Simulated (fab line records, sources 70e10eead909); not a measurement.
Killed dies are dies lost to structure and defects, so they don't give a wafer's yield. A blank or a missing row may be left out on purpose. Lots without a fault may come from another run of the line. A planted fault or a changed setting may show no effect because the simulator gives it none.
Problem report in the 8D (eight disciplines) form, filled by code | flow nand_harc | the parts of the form that need people (team, actions taken, sign-off) are left out

1. THE PROBLEM
heater_power_total_W at NHARC_A_M0_SOFTBAKE_04 reads a mean of 322.99 W on 3 wafers of 2 lots; wafers without a fault read 188.46 W with a standard deviation of 0.14. That is +99 or more standard deviations from the usual mean.
The step: time 55 s.
First seen on wafer L785.3, day 27 11:00, on litho_track-06. The record holds 39 wafers of 13 lots with a number at this step. Rule for "out", or "out of limits": more than 4 standard deviations from the usual mean. The other wafers with a number count as sound.

2. WHAT IT IS AND WHAT IT IS NOT
question                    | is                     | is not
which readings at this step | heater_power_total_W   | -
which lots                  | L784, L785             | L773, L774, L775, L776, L789, L791, L792, L793, L794, L795, L796
which wafers of those lots  | L784.1, L784.6, L785.3 | L784.2, L785.2, L785.4
read on which tools         | litho_track-06         | litho_track-01, litho_track-04
when                        | from day 27 11:00      | up to then (14 sound wafers); but 22 sound wafers of L784, L789, L791, L792, L793, L794, L795, L796 came after

3. SUSPECTS, AND WHAT RULES EACH OUT
Counting: a tool at a process step up to the reading stays a suspect if it ran every lot that is out. Sound lots after the first of them don't rule it out here, since some wafers of a struck lot are sound.
- litho_track-06 at NHARC_A_M0_SOFTBAKE_04 (time 55 s): kept. It ran every lot that is out, first L785 (day 27 11:00); its last sound lot up to then is L775 (day 23 21:00). Its own readings are out on those wafers: heater_power_total_W.
Left after counting: litho_track-06 at NHARC_A_M0_SOFTBAKE_04.

4. THE CAUSE (what the simulator had put in)
Process parameter drift: litho_track-06, from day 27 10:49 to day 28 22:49, at NHARC_A_M0_SOFTBAKE_04. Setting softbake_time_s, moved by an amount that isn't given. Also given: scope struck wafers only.
Counting left only this tool.

5. THE CHAIN OF EFFECTS, in route order
Each row: a reading whose mean over the struck wafers that have a number lies more than 3 standard deviations from the usual. Only readings for which the record gives a usual standard deviation are gone through. hours: the time from each lot's start at the first step in this table that gives one to its start at this step, as a median over the lots. sigmas: the change in usual standard deviations.
hours | step                   | reading              | usual    | on struck wafers | change  | sigmas
0     | NHARC_A_M0_SOFTBAKE_04 | heater_power_total_W | 188.46 W | 322.99           | +134.53 | +99 or more
The process steps in it:
- NHARC_A_M0_SOFTBAKE_04: time 55 s.
Later measuring or inspecting steps at which every struck wafer that the step has a row for has a number for every such reading, and none has moved that far: NHARC_A_M0_INSPECT_11, NHARC_END_SORT_01.

6. WHAT WOULD HAVE CAUGHT IT SOONER
In this record the first reading out of limits was taken at day 27 11:00, 0 hours after the fault began at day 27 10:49.
